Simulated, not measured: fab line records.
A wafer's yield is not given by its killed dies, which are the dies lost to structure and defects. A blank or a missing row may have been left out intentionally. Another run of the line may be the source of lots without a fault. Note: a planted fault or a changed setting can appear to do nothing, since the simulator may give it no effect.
fab line records	flow n5Finfet
[record] lots = 24	wafers = 72	lastDay = 18
route steps=1938 shown BEOL_M0_SAQP@638
lots that met no fault: from a run of the same line without faults
startH: hours from the record's opening day to when the first of the lot's shown wafers began	waitH: hours from the lot's prior step to this one	" the same as in the row above	L1.1+2: a single row standing in for several wafers	- value missing, or start not given	* or withheld: withheld	< > ~ a bound
route shown NAME@n: names a module that has steps shown in the file, with the first one's number in the route	usual: average and standard deviation across the fault-free wafers	same: alike in all rows	chamber/n: place in a boat	sites: readings site by site	_std_site: their standard deviation	_edge_site: mean of outer sites minus mean of inner sites	radiusMm: for every site, how far away it sits from the centre of the wafer	mask NAME#n: copy n	behind: tool/chamber where the wafer was last shaped	hold: cause of the lot's hold/its duration in hours/its outcome	device: which transistor (n, p or np) failed to switch	end of line: the route-end tests of the same wafers	a step without rows: its recipe alone	killed: dies lost to structure and defects at the first sort, not the wafer's yield	map: dies across one wafer; x = killed, . = not, _ = none there
set.NAME: setting as actually run; set.NAME@STEP: the setting as run at that earlier step	model.NAME: the simulator's own value behind a step, which no gauge read
route steps across a sampled set of lots; one table per step, one row per wafer
services: the hour from which a tool's chamber was out of use, counted from the record's first day as startH (under 0 if before that day), plus the number of hours and why
[[steps]]
[step N5_BEOL_M0_SAQP_PECVD_04]
[recipe] material = a-Si	targetThkA = 600	tempC = 350	precursor = SiH4/He	pressureTorr = 3	rfW = 100	timeS = 60.2
[usual] heaterPowerW = 618/65	showerheadPlenumPTorr = 5.63/0.057	throttleValvePct = 18.0/0.6
lot.wafer	tool	chamber	startH	waitH	heaterPowerW	showerheadPlenumPTorr	throttleValvePct
L074.3	pecvd-03	0	109.04	0.0	497	5.68	18.8
L074.4	"	2	"	"	618	5.67	17.7
L074.6	"	0	"	"	496	5.69	18.8
L075.2	pecvd-01	0	113.41	0.0	555	5.54	18.6
L075.4	"	2	"	"	603	5.63	18.2
L075.5	"	0	"	"	538	5.53	18.5
L076.1	pecvd-03	0	121.97	0.0	549	5.69	18.7
L076.4	"	2	"	"	599	5.68	17.8
L076.6	"	2	"	"	620	5.66	17.9
L077.1	pecvd-03	1	124.82	0.0	723	5.63	17.4
L077.3	"	2	"	"	630	5.67	17.9
L077.4	"	2	"	"	621	5.67	17.6
L078.1	pecvd-04	0	129.33	0.0	633	5.76	17.7
L078.4	"	2	"	"	591	5.60	16.6
L078.6	"	0	"	"	618	5.76	17.7
L079.1	pecvd-03	2	136.81	0.0	620	5.66	17.9
L079.5	"	0	"	"	559	5.69	18.5
L079.6	"	2	"	"	629	5.67	17.9
L080.1	pecvd-01	0	149.08	0.0	563	5.52	18.4
L080.3	"	1	"	"	646	5.61	17.6
L080.4	"	0	"	"	571	5.54	18.5
L081.2	pecvd-01	0	154.70	0.0	622	5.52	18.4
L081.3	"	1	"	"	636	5.61	17.6
L081.4	"	2	"	"	642	5.63	18.4
L082.4	pecvd-01	2	157.80	0.0	551	5.63	18.3
L082.5	"	0	"	"	607	5.53	18.2
L082.6	"	1	"	"	609	5.60	17.6
L083.2	pecvd-03	1	162.96	0.0	752	5.63	17.6
L083.5	"	2	"	"	560	5.66	17.5
L083.6	"	0	"	"	532	5.69	19.1
L084.3	pecvd-03	1	166.92	0.0	707	5.63	17.7
L084.5	"	2	"	"	627	5.68	18.1
L084.6	"	0	"	"	575	5.68	18.7
L085.2	pecvd-01	0	175.60	0.0	584	5.53	18.4
L085.3	"	1	"	"	587	5.60	17.8
L085.6	"	1	"	"	609	5.60	17.6
L086.4	pecvd-01	0	179.61	0.0	634	5.52	18.3
L086.5	"	2	"	"	591	5.62	18.4
L086.6	"	1	"	"	641	5.58	17.8
L087.3	pecvd-04	2	186.53	0.0	640	5.61	16.3
L087.4	"	0	"	"	603	5.76	17.9
L087.6	"	1	"	"	631	5.57	17.2
L088.1	pecvd-03	0	190.53	0.0	550	5.69	18.6
L088.2	"	1	"	"	706	5.64	17.8
L088.4	"	1	"	"	715	5.63	18.0
L089.1	pecvd-03	2	199.85	0.0	597	5.67	17.9
L089.4	"	0	"	"	551	5.69	18.9
L089.6	"	2	"	"	604	5.66	17.9
L090.1	pecvd-01	1	204.49	0.0	602	5.58	17.6
L090.3	"	0	"	"	619	5.53	18.5
L090.6	"	0	"	"	622	5.52	18.4
L091.1	pecvd-04	1	210.15	0.0	584	5.58	17.3
L091.2	"	2	"	"	563	5.59	16.5
L091.3	"	0	"	"	698	5.76	17.7
L092.4	pecvd-03	0	217.06	0.1	562	5.69	19.0
L092.5	"	1	"	"	720	5.62	17.5
L092.6	"	0	"	"	565	5.68	18.7
L093.1	pecvd-03	1	219.73	0.0	762	5.63	18.0
L093.2	"	0	"	"	536	5.70	19.1
L093.4	"	1	"	"	782	5.64	17.9
L094.2	pecvd-03	1	227.14	0.0	705	5.65	17.6
L094.5	"	0	"	"	503	5.70	19.0
L094.6	"	1	"	"	732	5.64	17.6
L095.2	pecvd-04	1	230.83	0.0	587	5.58	17.5
L095.4	"	0	"	"	679	5.76	17.7
L095.6	"	1	"	"	588	5.59	17.1
L096.1	pecvd-03	0	236.70	0.0	533	5.67	18.8
L096.2	"	1	"	"	765	5.62	17.7
L096.3	"	2	"	"	580	5.68	16.7
L097.1	pecvd-01	0	245.78	0.0	618	5.53	18.4
L097.2	"	1	"	"	635	5.58	17.8
L097.5	"	1	"	"	619	5.59	17.8
[step N5_BEOL_M0_SAQP_INSPECT_16]
[recipe] mode = adi	inspectInstrument = brightfield
[usual] rawDefectCount = 489/140
lot.wafer	tool	chamber	startH	waitH	rawDefectCount
L074.3	defectInspect-02	-	109.55	0.0	536
L074.4	"	-	"	"	416
L074.6	"	-	"	"	370
L075.2	defectInspect-02	-	114.07	0.0	443
L075.4	"	-	"	"	625
L075.5	"	-	"	"	529
L076.1	defectInspect-01	-	122.64	0.0	362
L076.4	"	-	"	"	385
L076.6	"	-	"	"	301
L077.1	defectInspect-01	-	125.45	0.0	489
L077.3	"	-	"	"	401
L077.4	"	-	"	"	341
L078.1	defectInspect-02	-	129.96	0.0	380
L078.4	"	-	"	"	295
L078.6	"	-	"	"	468
L079.1	defectInspect-01	-	137.47	0.0	563
L079.5	"	-	"	"	383
L079.6	"	-	"	"	503
L080.1	defectInspect-01	-	149.73	0.0	350
L080.3	"	-	"	"	526
L080.4	"	-	"	"	507
L081.2	defectInspect-02	-	155.33	0.0	476
L081.3	"	-	"	"	623
L081.4	"	-	"	"	438
L082.4	defectInspect-01	-	158.44	0.0	405
L082.5	"	-	"	"	413
L082.6	"	-	"	"	371
L083.2	defectInspect-02	-	163.47	0.0	702
L083.5	"	-	"	"	877
L083.6	"	-	"	"	739
L084.3	defectInspect-02	-	167.47	0.0	756
L084.5	"	-	"	"	666
L084.6	"	-	"	"	366
L085.2	defectInspect-01	-	176.23	0.0	389
L085.3	"	-	"	"	504
L085.6	"	-	"	"	409
L086.4	defectInspect-02	-	180.22	0.0	439
L086.5	"	-	"	"	496
L086.6	"	-	"	"	416
L087.3	defectInspect-02	-	187.05	0.0	635
L087.4	"	-	"	"	813
L087.6	"	-	"	"	449
L088.1	defectInspect-02	-	191.03	0.0	484
L088.2	"	-	"	"	485
L088.4	"	-	"	"	456
L089.1	defectInspect-02	-	200.48	0.0	402
L089.4	"	-	"	"	408
L089.6	"	-	"	"	397
L090.1	defectInspect-02	-	205.02	0.0	465
L090.3	"	-	"	"	753
L090.6	"	-	"	"	885
L091.1	defectInspect-01	-	210.66	0.0	542
L091.2	"	-	"	"	396
L091.3	"	-	"	"	338
L092.4	defectInspect-02	-	217.72	0.0	700
L092.5	"	-	"	"	630
L092.6	"	-	"	"	869
L093.1	defectInspect-02	-	220.39	0.0	518
L093.2	"	-	"	"	513
L093.4	"	-	"	"	496
L094.2	defectInspect-02	-	227.68	0.0	455
L094.5	"	-	"	"	372
L094.6	"	-	"	"	477
L095.2	defectInspect-01	-	231.46	0.0	549
L095.4	"	-	"	"	450
L095.6	"	-	"	"	519
L096.1	defectInspect-01	-	237.33	0.0	437
L096.2	"	-	"	"	426
L096.3	"	-	"	"	504
L097.1	defectInspect-01	-	246.32	0.0	369
L097.2	"	-	"	"	441
L097.5	"	-	"	"	353
[step N5_BEOL_M0_SAQP_DESCUM_19]
[recipe] chemistry = O2	timeS = 7.9	sourcePowerW = 50	biasPowerW = 20	pressureMtorr = 20	rfFrequencyHz = 2.712e+07	tempC = 40	resist = CAR-ArF	o2FlowSccm = 225
[usual] drypumpMotorCurrentA = 5.5/0.44	oesProductAu = 0.79/0.08	rfVppV = 243.2/1.2	showerheadPlenumPTorr = 2.10/0.062	throttleValvePct = 20.39/0.15
lot.wafer	tool	chamber	startH	waitH	drypumpMotorCurrentA	oesProductAu	rfHoursCounterH	rfVppV	showerheadPlenumPTorr	throttleValvePct
L074.3	rieDiel-05	0	109.58	0.0	4.8	0.72	202	245.0	2.17	20.54
L074.4	"	2	"	"	6.1	0.78	126	243.7	2.10	20.32
L074.6	"	2	"	"	6.1	0.79	-	240.9	2.10	20.33
L075.2	rieDiel-04	3	114.10	0.0	5.2	0.73	148	244.4	2.18	20.61
L075.4	"	1	"	"	4.9	0.89	-	245.3	2.22	20.40
L075.5	"	0	"	"	5.6	0.76	-	243.2	2.09	20.44
L076.1	rieDiel-05	3	122.68	0.0	5.8	0.76	127	243.9	2.11	20.46
L076.4	"	0	"	"	4.8	0.70	204	244.8	2.17	20.54
L076.6	"	1	"	"	5.8	0.74	-	241.3	2.01	20.24
L077.1	rieDiel-05	2	125.60	0.1	6.1	0.79	130	245.3	2.10	20.35
L077.3	"	1	"	"	5.8	0.74	151	241.5	2.01	20.25
L077.4	"	0	"	"	4.7	0.71	205	243.4	2.17	20.53
L078.1	rieDiel-03	2	130.04	0.1	5.4	1.00	3	243.8	2.06	20.32
L078.4	"	0	"	"	5.6	0.77	161	243.8	2.09	20.24
L078.6	"	2	"	"	5.4	1.00	-	241.3	2.06	20.33
L079.1	rieDiel-05	1	137.61	0.1	5.8	0.75	155	241.9	2.01	20.24
L079.5	"	3	"	"	5.8	0.75	-	242.4	2.10	20.46
L079.6	"	1	"	"	5.8	0.74	-	242.3	2.01	20.25
L080.1	rieDiel-03	2	149.80	0.1	5.4	0.97	8	242.0	2.06	20.35
L080.3	"	1	"	"	5.3	0.72	198	243.7	2.16	20.52
L080.4	"	0	"	"	5.6	0.76	168	243.0	2.09	20.26
L081.2	rieDiel-03	2	155.37	0.0	5.4	0.95	10	243.8	2.06	20.35
L081.3	"	3	"	"	6.2	0.82	63	242.7	2.03	20.33
L081.4	"	1	"	"	5.3	0.72	199	243.5	2.16	20.53
L082.4	rieDiel-04	0	158.47	0.0	5.6	0.76	164	242.2	2.09	20.46
L082.5	"	1	"	"	4.9	0.88	-	245.0	2.21	20.44
L082.6	"	2	"	"	5.3	0.96	-	243.2	2.05	20.02
L083.2	rieDiel-05	0	163.51	0.0	4.8	0.71	218	243.7	2.16	20.56
L083.5	"	0	"	"	4.7	0.70	-	243.1	2.16	20.57
L083.6	"	3	"	"	5.9	0.74	-	242.5	2.10	20.50
L084.3	rieDiel-03	2	167.71	0.2	5.4	0.95	13	242.6	2.06	20.36
L084.5	"	2	"	"	5.4	0.95	-	241.9	2.06	20.35
L084.6	"	3	"	"	6.2	0.82	-	242.3	2.03	20.35
L085.2	rieDiel-05	1	176.31	0.1	5.8	0.74	167	241.7	2.00	20.27
L085.3	"	2	"	"	6.1	0.77	141	243.6	2.10	20.36
L085.6	"	3	"	"	5.8	0.74	-	244.2	2.10	20.49
L086.4	rieDiel-04	1	180.27	0.0	4.8	0.87	-	243.9	2.21	20.44
L086.5	"	2	"	"	5.3	0.94	-	243.6	2.05	20.04
L086.6	"	0	"	"	5.7	0.75	-	243.5	2.09	20.46
L087.3	rieDiel-05	2	187.08	0.0	6.1	0.77	143	241.5	2.10	20.36
L087.4	"	3	"	"	5.8	0.75	147	242.8	2.10	20.49
L087.6	"	2	"	"	6.1	0.77	-	243.6	2.10	20.37
L088.1	rieDiel-04	2	191.23	0.2	5.3	0.92	18	242.6	2.04	20.06
L088.2	"	3	"	"	5.3	0.72	169	245.0	2.18	20.64
L088.4	"	0	"	"	5.6	0.74	172	244.9	2.09	20.47
L089.1	rieDiel-03	0	200.51	0.0	5.6	0.74	182	241.8	2.08	20.28
L089.4	"	2	"	"	5.4	0.93	20	241.7	2.05	20.37
L089.6	"	1	"	"	5.3	0.71	-	244.7	2.16	20.52
L090.1	rieDiel-03	3	205.36	0.3	6.2	0.81	78	242.6	2.02	20.38
L090.3	"	2	"	"	5.4	0.92	22	244.1	2.05	20.37
L090.6	"	3	"	"	6.2	0.81	-	240.3	2.02	20.36
L091.1	rieDiel-03	2	210.87	0.2	5.4	0.91	23	243.8	2.05	20.35
L091.2	"	0	"	"	5.6	0.74	186	242.3	2.08	20.28
L091.3	"	1	"	"	5.2	0.70	214	242.9	2.15	20.53
L092.4	rieDiel-04	3	217.75	0.0	5.3	0.71	177	244.0	2.17	20.64
L092.5	"	2	"	"	5.3	0.92	-	242.3	2.04	20.06
L092.6	"	3	"	"	5.2	0.72	-	242.8	2.17	20.65
L093.1	rieDiel-04	3	220.61	0.2	5.3	0.72	179	244.5	2.17	20.64
L093.2	"	2	"	"	5.3	0.90	28	241.9	2.04	20.05
L093.4	"	1	"	"	4.9	0.85	68	244.7	2.21	20.45
L094.2	rieDiel-05	0	227.73	0.0	4.7	0.70	235	242.3	2.16	20.58
L094.5	"	1	"	"	5.8	0.73	-	241.4	2.00	20.30
L094.6	"	0	"	"	4.7	0.69	-	243.9	2.16	20.58
L095.2	rieDiel-05	0	231.49	0.0	4.8	0.69	236	243.5	2.16	20.59
L095.4	"	3	"	"	5.8	0.73	159	243.3	2.09	20.53
L095.6	"	1	"	"	5.8	0.72	-	241.7	2.00	20.27
L096.1	rieDiel-03	1	237.37	0.0	5.3	0.70	223	243.2	2.15	20.55
L096.2	"	2	"	"	5.4	0.89	31	244.8	2.05	20.38
L096.3	"	3	"	"	6.2	0.80	88	242.1	2.02	20.39
L097.1	rieDiel-04	3	246.36	0.0	5.3	0.71	186	245.4	2.17	20.67
L097.2	"	2	"	"	5.3	0.90	36	243.7	2.04	20.08
L097.5	"	3	"	"	5.3	0.71	-	245.3	2.17	20.67
[step N5_BEOL_M0_SAQP_MANDREL1_REMOVE_100]
[recipe] chemistry = HBr/Cl2/O2	btTimeS = 10	target = a-Si	stopOn = SiNx	endpoint = OES-SiCl	overEtchFrac = 0.85	icpW = 600	biasW = 30	HBr_flow_sccm = 150	Cl2_flow_sccm = 80	O2_flow_sccm = 5	pressureMtorr = 10
[usual] drypumpMotorCurrentA = 5.79/0.28	oesProductAu = 1.002/0.02	throttleValvePct = 36.79/0.29
[same] overEtchFrac = 0.85
lot.wafer	tool	chamber	startH	waitH	drypumpMotorCurrentA	oesProductAu	rfHoursCounterH	throttleValvePct
L074.3	rieSi-03	0	111.24	0.1	5.38	0.973	139	36.80
L074.4	"	2	"	"	5.83	1.004	57	36.59
L074.6	"	0	"	"	5.42	0.979	-	36.81
L075.2	rieSi-02	0	115.58	0.1	5.84	0.980	3	36.40
L075.4	"	1	"	"	5.85	1.022	101	37.25
L075.5	"	3	"	"	6.23	0.979	-	37.22
L076.1	rieSi-01	3	124.18	0.1	6.21	0.989	137	36.58
L076.4	"	2	"	"	5.43	1.002	70	37.03
L076.6	"	3	"	"	6.21	0.992	-	36.57
L077.1	rieSi-03	2	127.49	0.1	5.82	1.008	57	36.59
L077.3	"	1	"	"	5.61	1.017	128	36.39
L077.4	"	3	"	"	6.10	1.032	134	36.84
L078.1	rieSi-02	0	131.58	0.1	5.82	0.970	4	36.39
L078.4	"	2	"	"	5.90	0.978	33	37.22
L078.6	"	0	"	"	5.83	0.972	-	36.39
L079.1	rieSi-03	1	139.41	0.1	5.61	1.013	128	36.40
L079.5	"	1	"	"	5.61	1.037	-	36.41
L079.6	"	3	"	"	6.03	1.021	-	36.82
L080.1	rieSi-01	0	152.02	0.1	5.59	1.018	20	36.73
L080.3	"	1	"	"	5.65	1.004	7	36.78
L080.4	"	2	"	"	5.42	0.999	71	37.05
L081.2	rieSi-02	2	156.84	0.1	5.91	0.976	33	37.21
L081.3	"	1	"	"	5.85	1.000	101	37.23
L081.4	"	0	"	"	5.82	0.964	4	36.40
L082.4	rieSi-01	3	159.96	0.1	6.21	1.006	138	36.57
L082.5	"	1	"	"	5.63	1.024	-	36.79
L082.6	"	0	"	"	5.59	1.019	-	36.73
L083.2	rieSi-03	1	167.08	0.1	5.63	1.023	129	36.40
L083.5	"	2	"	"	5.82	1.016	-	36.60
L083.6	"	1	"	"	5.61	1.024	-	36.41
L084.3	rieSi-03	0	169.50	0.1	5.39	0.974	141	36.80
L084.5	"	1	"	"	5.62	1.028	-	36.40
L084.6	"	0	"	"	5.39	0.973	-	36.80
L085.2	rieSi-01	2	179.53	0.1	5.44	1.013	72	37.06
L085.3	"	3	"	"	6.19	1.001	138	36.56
L085.6	"	3	"	"	6.20	1.012	-	36.57
L086.4	rieSi-03	3	181.73	0.1	6.08	1.024	135	36.85
L086.5	"	1	"	"	5.60	1.021	-	36.40
L086.6	"	2	"	"	5.83	1.001	-	36.58
L087.3	rieSi-03	0	190.00	0.1	5.40	0.964	141	36.81
L087.4	"	3	"	"	6.09	1.027	135	36.83
L087.6	"	0	"	"	5.41	0.967	-	36.80
L088.1	rieSi-01	1	192.69	0.1	5.63	1.009	8	36.76
L088.2	"	2	"	"	5.44	1.013	72	37.04
L088.4	"	3	"	"	6.20	1.016	-	36.57
L089.1	rieSi-02	3	202.90	0.1	6.22	0.981	14	37.22
L089.4	"	2	"	"	5.90	0.978	34	37.22
L089.6	"	1	"	"	5.85	1.008	-	37.23
L090.1	rieSi-02	3	208.23	0.1	6.26	0.980	14	37.22
L090.3	"	1	"	"	5.83	1.010	102	37.24
L090.6	"	0	"	"	5.80	0.969	-	36.38
L091.1	rieSi-02	3	213.07	0.1	6.22	0.983	14	37.21
L091.2	"	0	"	"	5.83	0.967	5	36.39
L091.3	"	1	"	"	5.86	1.010	102	37.25
L092.4	rieSi-01	2	219.46	0.1	5.42	1.005	72	37.05
L092.5	"	0	"	"	5.59	1.022	-	36.74
L092.6	"	3	"	"	6.18	1.003	-	36.56
L093.1	rieSi-01	1	223.64	0.1	5.62	1.008	8	36.76
L093.2	"	0	"	"	5.58	1.026	21	36.72
L093.4	"	2	"	"	5.41	1.014	72	37.04
L094.2	rieSi-02	0	229.28	0.1	5.80	0.965	5	36.39
L094.5	"	3	"	"	6.24	0.983	-	37.21
L094.6	"	0	"	"	5.82	0.972	-	36.40
L095.2	rieSi-01	2	233.12	0.1	5.41	1.013	72	37.04
L095.4	"	3	"	"	6.20	0.999	139	36.56
L095.6	"	3	"	"	6.20	1.008	-	36.56
L096.1	rieSi-01	2	238.85	0.1	5.43	1.008	72	37.06
L096.2	"	3	"	"	6.22	1.008	139	36.57
L096.3	"	0	"	"	5.61	1.024	21	36.73
L097.1	rieSi-01	3	248.34	0.1	6.19	1.011	139	36.58
L097.2	"	2	"	"	5.44	1.017	73	37.05
L097.5	"	2	"	"	5.41	1.022	-	37.05
[step N5_BEOL_M0_SAQP_ETCH_102]
[recipe] chemistry = CF4	target = SiO2	targetDepthA = 40	ionEnergyEv = 350	timeS = 4.4	pressureMtorr = 10	icpW = 800	biasW = 400	cf4FlowSccm = 80
[usual] drypumpMotorCurrentA = 5.78/0.26	oesProductAu = 1.002/0.021	throttleValvePct = 21.84/0.25
lot.wafer	tool	chamber	startH	waitH	drypumpMotorCurrentA	oesProductAu	rfHoursCounterH	throttleValvePct
L074.3	rieSi-01	3	111.50	0.1	6.20	1.005	137	21.54
L074.4	"	2	"	"	5.42	1.004	70	22.16
L074.6	"	0	"	"	5.59	1.035	-	21.69
L075.2	rieSi-03	1	115.83	0.1	5.60	1.031	128	21.66
L075.4	"	0	"	"	5.39	0.984	139	21.92
L075.5	"	3	"	"	6.06	1.040	-	21.87
L076.1	rieSi-01	0	124.54	0.1	5.50	1.013	19	21.70
L076.4	"	2	"	"	5.43	0.986	70	22.14
L076.6	"	2	"	"	5.42	0.987	-	22.16
L077.1	rieSi-02	2	127.75	0.1	5.90	0.984	33	22.14
L077.3	"	1	"	"	5.86	1.013	101	22.21
L077.4	"	0	"	"	5.80	0.959	4	21.48
L078.1	rieSi-03	1	131.96	0.1	5.63	1.026	128	21.69
L078.4	"	2	"	"	5.81	1.001	57	21.53
L078.6	"	1	"	"	5.64	1.025	-	21.69
L079.1	rieSi-02	1	139.66	0.1	5.86	1.013	101	22.22
L079.5	"	1	"	"	5.84	1.009	-	22.22
L079.6	"	0	"	"	5.82	0.969	-	21.49
L080.1	rieSi-03	3	152.28	0.1	6.10	1.021	135	21.87
L080.3	"	0	"	"	5.36	0.975	140	21.94
L080.4	"	2	"	"	5.82	1.012	57	21.52
L081.2	rieSi-03	2	157.10	0.1	5.81	1.008	57	21.54
L081.3	"	1	"	"	5.64	1.031	129	21.67
L081.4	"	3	"	"	6.02	1.028	135	21.85
L082.4	rieSi-02	2	160.21	0.1	5.85	0.989	33	22.14
L082.5	"	3	"	"	6.24	0.991	-	22.11
L082.6	"	2	"	"	5.87	0.983	-	22.15
L083.2	rieSi-01	0	167.34	0.1	5.57	1.032	20	21.69
L083.5	"	2	"	"	5.38	1.000	-	22.17
L083.6	"	1	"	"	5.64	1.001	-	21.92
L084.3	rieSi-01	3	169.75	0.1	6.19	1.007	138	21.56
L084.5	"	3	"	"	6.19	1.005	-	21.58
L084.6	"	0	"	"	5.59	1.036	-	21.71
L085.2	rieSi-03	0	179.78	0.1	5.42	0.983	141	21.93
L085.3	"	3	"	"	6.09	1.014	135	21.86
L085.6	"	2	"	"	5.82	1.004	-	21.54
L086.4	rieSi-01	1	181.98	0.1	5.63	1.017	7	21.94
L086.5	"	3	"	"	6.17	1.009	-	21.57
L086.6	"	0	"	"	5.56	1.036	-	21.71
L087.3	rieSi-01	1	190.25	0.1	5.62	1.001	8	21.93
L087.4	"	2	"	"	5.41	1.001	72	22.16
L087.6	"	1	"	"	5.61	0.997	-	21.94
L088.1	rieSi-03	2	192.94	0.1	5.81	1.001	58	21.53
L088.2	"	1	"	"	5.61	1.035	129	21.67
L088.4	"	3	"	"	6.09	1.019	136	21.86
L089.1	rieSi-03	1	203.20	0.1	5.61	1.032	129	21.68
L089.4	"	2	"	"	5.81	1.002	58	21.53
L089.6	"	2	"	"	5.82	1.009	-	21.55
L090.1	rieSi-03	3	208.51	0.1	6.07	1.025	136	21.84
L090.3	"	0	"	"	5.38	0.985	141	21.94
L090.6	"	1	"	"	5.62	1.033	-	21.65
L091.1	rieSi-03	2	213.32	0.1	5.82	1.004	58	21.53
L091.2	"	0	"	"	5.45	0.973	141	21.92
L091.3	"	1	"	"	5.60	1.025	130	21.67
L092.4	rieSi-02	0	219.85	0.1	5.82	0.965	5	21.48
L092.5	"	2	"	"	5.88	0.975	-	22.13
L092.6	"	1	"	"	5.86	1.009	-	22.23
L093.1	rieSi-02	2	223.97	0.1	5.88	0.982	35	22.14
L093.2	"	0	"	"	5.81	0.973	5	21.50
L093.4	"	1	"	"	5.84	1.012	102	22.22
L094.2	rieSi-03	1	229.53	0.1	5.61	1.039	130	21.68
L094.5	"	0	"	"	5.40	0.981	-	21.93
L094.6	"	3	"	"	6.10	1.027	-	21.86
L095.2	rieSi-02	0	233.37	0.1	5.83	0.972	6	21.47
L095.4	"	1	"	"	5.83	1.006	103	22.22
L095.6	"	3	"	"	6.25	0.987	-	22.11
L096.1	rieSi-02	1	239.10	0.1	5.80	1.009	103	22.20
L096.2	"	2	"	"	5.84	0.982	35	22.14
L096.3	"	0	"	"	5.84	0.964	6	21.49
L097.1	rieSi-02	1	248.59	0.1	5.82	1.007	103	22.22
L097.2	"	0	"	"	5.80	0.969	6	21.48
L097.5	"	1	"	"	5.82	1.013	-	22.22
[step N5_BEOL_M0_SAQP_RECESS_104]
[recipe] chemistry = HF/NH3	target = SiO2	targetDepthA = 180	afsCycles = 3	tempC = 30	sublimationTempC = 180	sublimationTimeS = 60
[usual] drypumpMotorCurrentA = 5.9/0.49
[same] sublimationTimeS = 60
lot.wafer	tool	chamber	startH	waitH	drypumpMotorCurrentA
L074.3	vaporEtch-02	1	111.73	0.2	6.5
L074.4	"	0	"	"	6.0
L074.6	"	0	"	"	6.0
L075.2	vaporEtch-02	1	115.95	0.1	6.5
L075.4	"	0	"	"	6.0
L075.5	"	1	"	"	6.5
L076.1	vaporEtch-01	0	124.65	0.1	5.5
L076.4	"	0	"	"	5.5
L076.6	"	1	"	"	5.2
L077.1	vaporEtch-01	0	127.86	0.1	5.5
L077.3	"	0	"	"	5.5
L077.4	"	1	"	"	5.2
L078.1	vaporEtch-02	0	132.08	0.1	6.0
L078.4	"	0	"	"	6.0
L078.6	"	1	"	"	6.5
L079.1	vaporEtch-01	1	139.78	0.1	5.2
L079.5	"	1	"	"	5.2
L079.6	"	0	"	"	5.5
L080.1	vaporEtch-01	0	152.39	0.1	5.5
L080.3	"	0	"	"	5.5
L080.4	"	1	"	"	5.2
L081.2	vaporEtch-02	0	157.21	0.1	6.0
L081.3	"	0	"	"	6.0
L081.4	"	1	"	"	6.5
L082.4	vaporEtch-01	0	160.45	0.2	5.5
L082.5	"	1	"	"	5.2
L082.6	"	0	"	"	5.5
L083.2	vaporEtch-02	0	167.46	0.1	6.0
L083.5	"	1	"	"	6.5
L083.6	"	0	"	"	6.0
L084.3	vaporEtch-02	0	170.03	0.2	6.0
L084.5	"	1	"	"	6.6
L084.6	"	0	"	"	6.0
L085.2	vaporEtch-01	0	179.90	0.1	5.6
L085.3	"	1	"	"	5.2
L085.6	"	0	"	"	5.5
L086.4	vaporEtch-02	0	182.21	0.2	6.0
L086.5	"	0	"	"	6.0
L086.6	"	1	"	"	6.5
L087.3	vaporEtch-01	0	190.49	0.2	5.5
L087.4	"	1	"	"	5.2
L087.6	"	1	"	"	5.2
L088.1	vaporEtch-02	0	193.05	0.1	6.0
L088.2	"	1	"	"	6.5
L088.4	"	0	"	"	6.0
L089.1	vaporEtch-02	0	203.31	0.1	6.0
L089.4	"	0	"	"	6.0
L089.6	"	1	"	"	6.5
L090.1	vaporEtch-02	1	208.62	0.1	6.5
L090.3	"	0	"	"	6.0
L090.6	"	0	"	"	6.0
L091.1	vaporEtch-02	0	213.44	0.1	6.0
L091.2	"	1	"	"	6.5
L091.3	"	1	"	"	6.5
L092.4	vaporEtch-02	1	220.08	0.2	6.5
L092.5	"	0	"	"	6.0
L092.6	"	1	"	"	6.5
L093.1	vaporEtch-01	0	224.08	0.1	5.5
L093.2	"	1	"	"	5.2
L093.4	"	0	"	"	5.5
L094.2	vaporEtch-02	0	229.64	0.1	6.0
L094.5	"	0	"	"	6.0
L094.6	"	1	"	"	6.5
L095.2	vaporEtch-02	0	233.49	0.1	6.0
L095.4	"	0	"	"	6.0
L095.6	"	0	"	"	6.0
L096.1	vaporEtch-02	1	239.22	0.1	6.5
L096.2	"	0	"	"	6.0
L096.3	"	1	"	"	6.5
L097.1	vaporEtch-01	0	248.71	0.1	5.5
L097.2	"	1	"	"	5.2
L097.5	"	0	"	"	5.5
[[services]]
tool	chamber	startH	hours	kind
rieDiel-03	2	95.08	-	clean
rieDiel-03	2	95.08	-	consumableReplace:focusRing
rieDiel-03	2	95.08	27.3	scheduledDown
rieDiel-03	2	95.08	27.3	ventCycle
pecvd-01	0	107.46	2.9	repair
pecvd-01	-	110.41	1.3	repair
pecvd-03	1	110.79	12.3	repair
rieSi-03	-	122.54	2.1	repair
rieDiel-05	2	133.74	16.1	repair
rieSi-01	3	136.63	5.2	repair
rieSi-03	2	138.79	3.0	repair
pecvd-03	1	155.97	5.5	scheduledDown
rieDiel-04	3	177.55	5.5	repair
rieSi-01	0	190.41	3.0	repair
pecvd-04	1	191.46	8.1	repair
rieDiel-03	2	191.94	6.5	repair
pecvd-01	-	197.48	6.0	pm
pecvd-03	2	202.40	-	clean
pecvd-03	2	202.40	-	consumableReplace:showerhead
pecvd-03	2	202.40	29.0	scheduledDown
pecvd-03	2	202.40	29.0	ventCycle
rieDiel-05	-	203.16	0.3	repair
rieDiel-04	0	208.33	7.4	repair
vaporEtch-01	0	217.61	4.0	repair
[[key]]
fault none
